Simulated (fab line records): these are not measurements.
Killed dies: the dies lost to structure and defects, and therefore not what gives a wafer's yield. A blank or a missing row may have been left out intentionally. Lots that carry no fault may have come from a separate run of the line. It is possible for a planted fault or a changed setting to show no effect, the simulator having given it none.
Which tool did it? :: flow n5_finfet :: 31 wafers from 11 lots sampled at 6 of the route's 1938 steps

## WHAT EACH GAUGE READ, for each wafer
The record lacks any reading of a measuring or inspecting step that a usual standard deviation could be used to judge.

## EACH LOT AND THE TOOL THAT RAN IT (in order: tool; ch and the chambers of the sampled wafers; start)
lot: L432
N5_BEOL_M15_DESCUM_33: rie_diel-06 ch 0,1,3, day 10 19:59
N5_BEOL_M15_SPUTTER_44: pvd_sputter-01, day 10 22:43
N5_BEOL_M15_CMP_49: cmp-02 ch 1,2,3, day 10 23:27
N5_MIM_BOT_DEGAS_01: pvd_sputter-03, day 11 01:07
N5_MIM_BOT_SPUTTER_00: pvd_sputter-03, day 11 01:10
N5_PASSIVATION_PROBE_49: prober-02, day 11 14:45

lot: L436
N5_BEOL_M15_DESCUM_33: rie_diel-02 ch 0,1,3, day 12 14:10
N5_BEOL_M15_SPUTTER_44: pvd_sputter-03, day 12 16:48
N5_BEOL_M15_CMP_49: cmp-04 ch 0,2, day 12 17:50
N5_MIM_BOT_DEGAS_01: pvd_sputter-01, day 12 20:29
N5_MIM_BOT_SPUTTER_00: pvd_sputter-01, day 12 20:31
N5_PASSIVATION_PROBE_49: -

lot: L437
N5_BEOL_M15_DESCUM_33: rie_diel-05 ch 0,1,3, day 12 17:08
N5_BEOL_M15_SPUTTER_44: pvd_sputter-01, day 12 18:02
N5_BEOL_M15_CMP_49: cmp-02 ch 0,2, day 12 18:47
N5_MIM_BOT_DEGAS_01: pvd_sputter-02, day 12 20:49
N5_MIM_BOT_SPUTTER_00: pvd_sputter-02, day 12 20:52
N5_PASSIVATION_PROBE_49: -

lot: L439
N5_BEOL_M15_DESCUM_33: rie_diel-02 ch 0,1,3, day 12 18:57
N5_BEOL_M15_SPUTTER_44: pvd_sputter-02, day 13 01:20
N5_BEOL_M15_CMP_49: cmp-03 ch 0,1,2, day 13 02:35
N5_MIM_BOT_DEGAS_01: pvd_sputter-01, day 13 04:40
N5_MIM_BOT_SPUTTER_00: pvd_sputter-01, day 13 04:42
N5_PASSIVATION_PROBE_49: prober-01, day 13 17:45

lot: L438
N5_BEOL_M15_DESCUM_33: rie_diel-06 ch 0,1,2, day 12 20:23
N5_BEOL_M15_SPUTTER_44: pvd_sputter-01, day 13 01:26
N5_BEOL_M15_CMP_49: cmp-04 ch 0,2,3, day 13 02:54
N5_MIM_BOT_DEGAS_01: pvd_sputter-02, day 13 04:53
N5_MIM_BOT_SPUTTER_00: pvd_sputter-02, day 13 04:56
N5_PASSIVATION_PROBE_49: -

lot: L442
N5_BEOL_M15_DESCUM_33: rie_diel-02 ch 1,3, day 13 15:58
N5_BEOL_M15_SPUTTER_44: pvd_sputter-01, day 13 17:23
N5_BEOL_M15_CMP_49: cmp-02 ch 1,2, day 13 19:39
N5_MIM_BOT_DEGAS_01: pvd_sputter-03, day 14 01:36
N5_MIM_BOT_SPUTTER_00: pvd_sputter-03, day 14 01:38
N5_PASSIVATION_PROBE_49: -

lot: L444
N5_BEOL_M15_DESCUM_33: rie_diel-05 ch 0, day 13 22:05
N5_BEOL_M15_SPUTTER_44: pvd_sputter-01, day 14 02:57
N5_BEOL_M15_CMP_49: cmp-02 ch 0,3, day 14 03:56
N5_MIM_BOT_DEGAS_01: pvd_sputter-03, day 14 06:29
N5_MIM_BOT_SPUTTER_00: pvd_sputter-03, day 14 06:31
N5_PASSIVATION_PROBE_49: -

lot: L445
N5_BEOL_M15_DESCUM_33: rie_diel-02 ch 2,3, day 14 19:06
N5_BEOL_M15_SPUTTER_44: pvd_sputter-01, day 15 04:03
N5_BEOL_M15_CMP_49: cmp-02 ch 0,1, day 15 05:23
N5_MIM_BOT_DEGAS_01: pvd_sputter-02, day 15 07:55
N5_MIM_BOT_SPUTTER_00: pvd_sputter-02, day 15 07:58
N5_PASSIVATION_PROBE_49: -

lot: L450
N5_BEOL_M15_DESCUM_33: rie_diel-02 ch 1,3, day 15 18:21
N5_BEOL_M15_SPUTTER_44: pvd_sputter-03, day 15 19:29
N5_BEOL_M15_CMP_49: cmp-03 ch 0,1,2, day 15 21:12
N5_MIM_BOT_DEGAS_01: pvd_sputter-03, day 15 23:05
N5_MIM_BOT_SPUTTER_00: pvd_sputter-03, day 15 23:07
N5_PASSIVATION_PROBE_49: -

lot: L452
N5_BEOL_M15_DESCUM_33: rie_diel-05 ch 0,1, day 16 10:35
N5_BEOL_M15_SPUTTER_44: pvd_sputter-02, day 16 14:16
N5_BEOL_M15_CMP_49: cmp-02 ch 0,1, day 16 15:01
N5_MIM_BOT_DEGAS_01: pvd_sputter-01, day 16 17:46
N5_MIM_BOT_SPUTTER_00: pvd_sputter-01, day 16 17:49
N5_PASSIVATION_PROBE_49: -

lot: L455
N5_BEOL_M15_DESCUM_33: rie_diel-02 ch 0,1,2, day 17 08:40
N5_BEOL_M15_SPUTTER_44: pvd_sputter-03, day 17 15:50
N5_BEOL_M15_CMP_49: cmp-03 ch 0,2,3, day 17 16:56
N5_MIM_BOT_DEGAS_01: pvd_sputter-01, day 17 18:50
N5_MIM_BOT_SPUTTER_00: pvd_sputter-01, day 17 18:52
N5_PASSIVATION_PROBE_49: -
- N5_BEOL_M15_DESCUM_33: chemistry O2, time 7.9 s.
- N5_BEOL_M15_SPUTTER_44: material Ta, target thk 15 nm, time 24.19 s.
- N5_BEOL_M15_CMP_49: polishes, stops on SiO2, t overpolish 4.9 s, target thk 850 nm.
- N5_MIM_BOT_DEGAS_01: time 60 s.
- N5_MIM_BOT_SPUTTER_00: material TiN, target thk 35 nm, time 89.7 s.
- N5_PASSIVATION_PROBE_49

## AS READ BY THE TOOLS THEMSELVES (means over the sampled wafers that have a number; for cases with no such wafer, the mark the record gives instead)
N5_BEOL_M15_DESCUM_33.
lot: L432
tool: rie_diel-06
bias_power_w (W): 20.00
drypump_motor_current_A (A): 5.4
oes_product_au (a.u.): 0.79
rf_vpp_V (V): 242.3
showerhead_plenum_p_Torr (Torr): 2.03
temp_c (C): 40.10
throttle_valve_pct (%): 20.24

lot: L436
tool: rie_diel-02
bias_power_w (W): 20.01
drypump_motor_current_A (A): 5.5
oes_product_au (a.u.): 0.73
rf_vpp_V (V): 242.2
showerhead_plenum_p_Torr (Torr): 2.08
temp_c (C): 39.99
throttle_valve_pct (%): 20.31

lot: L437
tool: rie_diel-05
bias_power_w (W): 20.04
drypump_motor_current_A (A): 5.7
oes_product_au (a.u.): 0.81
rf_vpp_V (V): 242.8
showerhead_plenum_p_Torr (Torr): 2.12
temp_c (C): 40.05
throttle_valve_pct (%): 20.46

lot: L439
tool: rie_diel-02
bias_power_w (W): 19.99
drypump_motor_current_A (A): 5.5
oes_product_au (a.u.): 0.74
rf_vpp_V (V): 242.5
showerhead_plenum_p_Torr (Torr): 2.08
temp_c (C): 40.09
throttle_valve_pct (%): 20.31

lot: L438
tool: rie_diel-06
bias_power_w (W): 19.99
drypump_motor_current_A (A): 5.2
oes_product_au (a.u.): 0.88
rf_vpp_V (V): 243.5
showerhead_plenum_p_Torr (Torr): 2.13
temp_c (C): 39.95
throttle_valve_pct (%): 20.24

lot: L442
tool: rie_diel-02
bias_power_w (W): 19.97
drypump_motor_current_A (A): 5.8
oes_product_au (a.u.): 0.74
rf_vpp_V (V): 242.6
showerhead_plenum_p_Torr (Torr): 2.04
temp_c (C): 39.92
throttle_valve_pct (%): 20.16

lot: L444
tool: rie_diel-05
bias_power_w (W): 20.04
drypump_motor_current_A (A): 6.0
oes_product_au (a.u.): 0.79
rf_vpp_V (V): 242.7
showerhead_plenum_p_Torr (Torr): 2.10
temp_c (C): 39.93
throttle_valve_pct (%): 20.34

lot: L445
tool: rie_diel-02
bias_power_w (W): 20.01
drypump_motor_current_A (A): 5.7
oes_product_au (a.u.): 0.70
rf_vpp_V (V): 242.9
showerhead_plenum_p_Torr (Torr): 2.09
temp_c (C): 40.05
throttle_valve_pct (%): 20.47

lot: L450
tool: rie_diel-02
bias_power_w (W): 19.98
drypump_motor_current_A (A): 5.8
oes_product_au (a.u.): 0.73
rf_vpp_V (V): 242.7
showerhead_plenum_p_Torr (Torr): 2.03
temp_c (C): 39.96
throttle_valve_pct (%): 20.18

lot: L452
tool: rie_diel-05
bias_power_w (W): 19.97
drypump_motor_current_A (A): 5.9
oes_product_au (a.u.): 0.78
rf_vpp_V (V): 243.1
showerhead_plenum_p_Torr (Torr): 2.10
temp_c (C): 40.07
throttle_valve_pct (%): 20.46

lot: L455
tool: rie_diel-02
bias_power_w (W): 19.95
drypump_motor_current_A (A): 5.7
oes_product_au (a.u.): 0.79
rf_vpp_V (V): 243.4
showerhead_plenum_p_Torr (Torr): 2.03
temp_c (C): 40.03
throttle_valve_pct (%): 20.24

N5_BEOL_M15_SPUTTER_44.
lot: L432
tool: pvd_sputter-01
throttle_valve_pct (%): 29.5

lot: L436
tool: pvd_sputter-03
throttle_valve_pct (%): 29.9

lot: L437
tool: pvd_sputter-01
throttle_valve_pct (%): 29.7

lot: L439
tool: pvd_sputter-02
throttle_valve_pct (%): 30.1

lot: L438
tool: pvd_sputter-01
throttle_valve_pct (%): 29.9

lot: L442
tool: pvd_sputter-01
throttle_valve_pct (%): 29.9

lot: L444
tool: pvd_sputter-01
throttle_valve_pct (%): 28.5

lot: L445
tool: pvd_sputter-01
throttle_valve_pct (%): 30.3

lot: L450
tool: pvd_sputter-03
throttle_valve_pct (%): 29.2

lot: L452
tool: pvd_sputter-02
throttle_valve_pct (%): 29.5

lot: L455
tool: pvd_sputter-03
throttle_valve_pct (%): 29.4

N5_BEOL_M15_CMP_49.
lot: L432
tool: cmp-02
barrier_field_endpoint_s (s): 11.24
clearing_platen_rpm (rpm): 79.98
motor_current_A (A): 8.7
retaining_ring_pressure_frac: 0.998

lot: L436
tool: cmp-04
barrier_field_endpoint_s (s): 11.48
clearing_platen_rpm (rpm): 79.99
motor_current_A (A): 7.8
retaining_ring_pressure_frac: 0.997

lot: L437
tool: cmp-02
barrier_field_endpoint_s (s): 11.06
clearing_platen_rpm (rpm): 79.99
motor_current_A (A): 8.0
retaining_ring_pressure_frac: 1.004

lot: L439
tool: cmp-03
barrier_field_endpoint_s (s): 11.14
clearing_platen_rpm (rpm): 80.03
motor_current_A (A): 8.7
retaining_ring_pressure_frac: 0.999

lot: L438
tool: cmp-04
barrier_field_endpoint_s (s): 11.56
clearing_platen_rpm (rpm): 80.00
motor_current_A (A): 8.4
retaining_ring_pressure_frac: 0.996

lot: L442
tool: cmp-02
barrier_field_endpoint_s (s): 12.15
clearing_platen_rpm (rpm): 80.03
motor_current_A (A): 9.0
retaining_ring_pressure_frac: 1.007

lot: L444
tool: cmp-02
barrier_field_endpoint_s (s): 12.48
clearing_platen_rpm (rpm): 80.02
motor_current_A (A): 8.5
retaining_ring_pressure_frac: 0.994

lot: L445
tool: cmp-02
barrier_field_endpoint_s (s): 12.38
clearing_platen_rpm (rpm): 80.03
motor_current_A (A): 9.2
retaining_ring_pressure_frac: 1.000

lot: L450
tool: cmp-03
barrier_field_endpoint_s (s): 11.08
clearing_platen_rpm (rpm): 80.03
motor_current_A (A): 8.9
retaining_ring_pressure_frac: 0.999

lot: L452
tool: cmp-02
barrier_field_endpoint_s (s): 11.39
clearing_platen_rpm (rpm): 80.01
motor_current_A (A): 9.2
retaining_ring_pressure_frac: 1.000

lot: L455
tool: cmp-03
barrier_field_endpoint_s (s): 11.35
clearing_platen_rpm (rpm): 79.99
motor_current_A (A): 7.5
retaining_ring_pressure_frac: 0.993

N5_MIM_BOT_DEGAS_01.
lot: L432
tool: pvd_sputter-03
heater_power_w (W): 447

lot: L436
tool: pvd_sputter-01
heater_power_w (W): 459

lot: L437
tool: pvd_sputter-02
heater_power_w (W): 399

lot: L439
tool: pvd_sputter-01
heater_power_w (W): 502

lot: L438
tool: pvd_sputter-02
heater_power_w (W): 432

lot: L442
tool: pvd_sputter-03
heater_power_w (W): 439

lot: L444
tool: pvd_sputter-03
heater_power_w (W): 456

lot: L445
tool: pvd_sputter-02
heater_power_w (W): 395

lot: L450
tool: pvd_sputter-03
heater_power_w (W): 437

lot: L452
tool: pvd_sputter-01
heater_power_w (W): 472

lot: L455
tool: pvd_sputter-01
heater_power_w (W): 443

N5_MIM_BOT_SPUTTER_00.
lot: L432
tool: pvd_sputter-03
throttle_valve_pct (%): 29.9

lot: L436
tool: pvd_sputter-01
throttle_valve_pct (%): 29.4

lot: L437
tool: pvd_sputter-02
throttle_valve_pct (%): 30.2

lot: L439
tool: pvd_sputter-01
throttle_valve_pct (%): 29.6

lot: L438
tool: pvd_sputter-02
throttle_valve_pct (%): 29.7

lot: L442
tool: pvd_sputter-03
throttle_valve_pct (%): 30.0

lot: L444
tool: pvd_sputter-03
throttle_valve_pct (%): 29.9

lot: L445
tool: pvd_sputter-02
throttle_valve_pct (%): 28.8

lot: L450
tool: pvd_sputter-03
throttle_valve_pct (%): 30.0

lot: L452
tool: pvd_sputter-01
throttle_valve_pct (%): 29.9

lot: L455
tool: pvd_sputter-01
throttle_valve_pct (%): 30.1

N5_PASSIVATION_PROBE_49.
lot: L432
tool: prober-02
defect_limited_yield (%): 93.2
killed_at_M0_to_M3: 19
killed_at_M4_up: 11
killed_at_contacts: 3
killed_at_front_end: 45
killed_at_other: 2.0
killed_dies: 81
killed_open: 50
killed_short: 27
sort_bin_5_function (%): 4.0
sort_bin_6_memory (%): 2.3
sort_n_pass: 1099
sort_yield_pct (%): 93.2

lot: L439
tool: prober-01
defect_limited_yield (%): 89.9
killed_at_M0_to_M3: 29
killed_at_M4_up: 16
killed_at_contacts: 14
killed_at_front_end: 57
killed_at_other: 2.7
killed_dies: 119
killed_open: 81
killed_short: 36
sort_bin_5_function (%): 5.9
sort_bin_6_memory (%): 3.8
sort_n_pass: 1061
sort_yield_pct (%): 89.9

## THE ANSWER, worked out from the rows above alone
Rule: the lots themselves supply what counts as usual. The widest of any qualifying gaps counts: lots, ordered by their means at a reading, are off when they make up no more than a third of the lots, leave a main group of 4 or more, and stand apart from it by 3 or more times the standard deviation of that group's means. A main group is skipped when, at the precision printed for the reading in the tables above, its means are all equal. Also off: a lot with no number at a reading for which 4 or more lots have one. Any other lot the step has rows for is counted as sound. After the gauges, taken in route order, come the tools' own readings; for these a lot's mean is taken, as printed above. At the first step where some lot is off, the reading lying furthest off is the one used; lots without a number count as furthest.
Off: L442, L444, L445, at N5_BEOL_M15_CMP_49 (barrier_field_endpoint_s). Main group: mean 11.29 s, sd 0.17.
A tool fits if, at that step or a process step before it, it ran every lot that is off, and no sound lot after the first of them. One fits: pvd_sputter-01 at N5_BEOL_M15_SPUTTER_44. A fault onset in the window from L438 (day 13 01:26, its last sound lot) to L442 (day 13 17:23, its first lot off) fits.

## WHAT THE SIMULATOR PUT IN
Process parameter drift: pvd_sputter-01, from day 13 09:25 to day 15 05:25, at N5_BEOL_M15_SPUTTER_44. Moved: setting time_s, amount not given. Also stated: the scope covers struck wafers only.
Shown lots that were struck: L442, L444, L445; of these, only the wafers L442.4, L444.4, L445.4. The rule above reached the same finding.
